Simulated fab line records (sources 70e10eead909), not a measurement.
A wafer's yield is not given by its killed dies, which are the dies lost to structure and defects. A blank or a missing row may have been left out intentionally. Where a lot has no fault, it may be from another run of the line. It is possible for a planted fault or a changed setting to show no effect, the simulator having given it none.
Struck lot and sound lot, side by side    flow nand_harc    23 out of 1302 route steps
Sound: wafers L941.1, L941.3, L941.4. Wafers struck: L937.2, L937.4, L937.5. Last of all comes the cause.
At each step with rows: each side's tool, then ch and its chambers, then its first start. Under that, the readings that differ: sound wafers    struck wafers    difference of the means    sigmas: that difference in standard deviations of wafers without a fault.
alike: a reading whose means differ by less than 2 such deviations, as well as words and numbers matching on both sides. not compared: withheld readings; readings where some wafer has no value; bounds like >300 that might hide an equal value; numbers whose values overlap and for which the record gives no deviation.
The two part at a step that has a row with sigmas, a row that says differs or no value, or rows on one side only. Numbers that have no deviation but don't overlap get no sigmas and don't part them. A reading missing from all wafers of one side parts the sides only when that side holds two or more wafers.

first, 1 step without rows for these wafers: NHARC_A_CONTACT_CVD_19 (deposits W, target thk 300 nm, time 802 s).
NHARC_A_CONTACT_CMP_20: polishes, t overpolish 30 s, target thk 300 nm.
  sound on cmp-02 ch 0,1,2, day 26 07:40; struck on cmp-01 ch 1,2, day 24 01:23
  alike: motor_current_A, overpolish_run_s, slurry_flow_ml_min, time_to_endpoint_s
following that, these wafers have no rows for 1 step: NHARC_A_CONTACT_SRD_22.
NHARC_A_CONTACT_INSPECT_23:
  sound on defect_inspect-02 at day 26 08:05; struck on defect_inspect-02 at day 24 01:49
  alike: raw_defect_count
then, 7 steps without rows for these wafers: NHARC_A_BLC_DEHYDRATE_00 (time 120 s); NHARC_A_BLC_HMDS_01 (time 30 s); NHARC_A_BLC_COAT_02 (time 75 s); NHARC_A_BLC_COAT_03 (time 65 s); NHARC_A_BLC_COAT_04 (resist thk 90 nm); NHARC_A_BLC_SOFTBAKE_05 (time 55 s); NHARC_A_BLC_EBR_06.
NHARC_A_BLC_EXPOSE_07: exposes mask A BLC, target cd 100 nm.
  sound on arfi_scanner-03 ch 0, day 26 08:20; struck on arfi_scanner-02 ch 0, day 24 02:04
  alike: mask
then, 2 steps without rows for these wafers: NHARC_A_BLC_PEB_08 (peb time 65 s); NHARC_A_BLC_DEVELOP_09 (develop time 35 s).
NHARC_A_BLC_CD_MEAS_10 targets a cd of 100 nm.
  sound on cd_sem-01 ch 0, day 26 08:28; struck on cd_sem-02 ch 0, day 24 02:12
reading     sound            struck  difference                     sigmas
cd_nm (nm)  99.7 100.1 99.8  - - -   no value on the struck wafers  
NHARC_A_BLC_OVL_MEAS_11:
  sound on overlay-01 at day 26 08:34; struck on overlay-01 at day 24 02:17
  alike: overlay_x_nm, overlay_y_nm
NHARC_A_BLC_INSPECT_12:
  sound on defect_inspect-01 at day 26 08:35; struck on defect_inspect-02 at day 24 02:19
  alike: raw_defect_count
NHARC_A_BLC_DESCUM_15: chemistry O2, time 3 s.
  sound on rie_diel-06 ch 0,2, day 26 08:40; struck on rie_diel-02 ch 2,3, day 24 02:23
  alike: chamber_pressure_mTorr, drypump_motor_current_A, oes_product_au, rf_vpp_V, showerhead_plenum_p_Torr, throttle_valve_pct
  not compared: rf_hours_counter_h
NHARC_A_BLC_ETCH_16: etches the open film in CF4, target depth 39 nm, time 65 s.
  sound on rie_diel-06 ch 0,1, day 26 08:47; struck on rie_diel-02 ch 0,1, day 24 02:28
  alike: chamber_pressure_mTorr, drypump_motor_current_A, oes_product_au, rf_vpp_V, showerhead_plenum_p_Torr, throttle_valve_pct
  not compared: rf_hours_counter_h
NHARC_A_BLC_ETCH_17: etches the open film in N2/H2, target depth 390 nm, time 609.38 s.
  sound: rie_diel-06 ch 0,2; struck: rie_diel-02 ch 0,1,3
  alike: chamber_pressure_mTorr, drypump_motor_current_A, oes_product_au, rf_vpp_V, showerhead_plenum_p_Torr, throttle_valve_pct
  not compared: rf_hours_counter_h
then, 1 step without rows for these wafers: NHARC_A_BLC_ETCH_18 (etches the open film in C4F8/O2/Ar, target depth 910 nm).
NHARC_A_BLC_CD_MEAS_19:
  sound on cd_sem-01 at day 26 09:49; struck on cd_sem-03 at day 24 03:21
reading     sound             struck  difference                     sigmas
cd_nm (nm)  99.8 102.9 101.6  - - -   no value on the struck wafers  
NHARC_A_BLC_STRIP_29: strips in CF4.
  sound on rie_diel-02 ch 0,1,2, day 26 09:54; struck on rie_diel-02 ch 0,2, day 24 03:25
  alike: chamber_pressure_mTorr, drypump_motor_current_A, oes_product_au, rf_vpp_V, showerhead_plenum_p_Torr, throttle_valve_pct
  not compared: rf_hours_counter_h

## WHERE THEY PART
Last at NHARC_A_BLC_CD_MEAS_19 as far as this record goes, first at NHARC_A_BLC_CD_MEAS_10. Later steps at which nothing parts them and some readings are alike: NHARC_A_BLC_STRIP_29.

WHY: what the simulator had put in
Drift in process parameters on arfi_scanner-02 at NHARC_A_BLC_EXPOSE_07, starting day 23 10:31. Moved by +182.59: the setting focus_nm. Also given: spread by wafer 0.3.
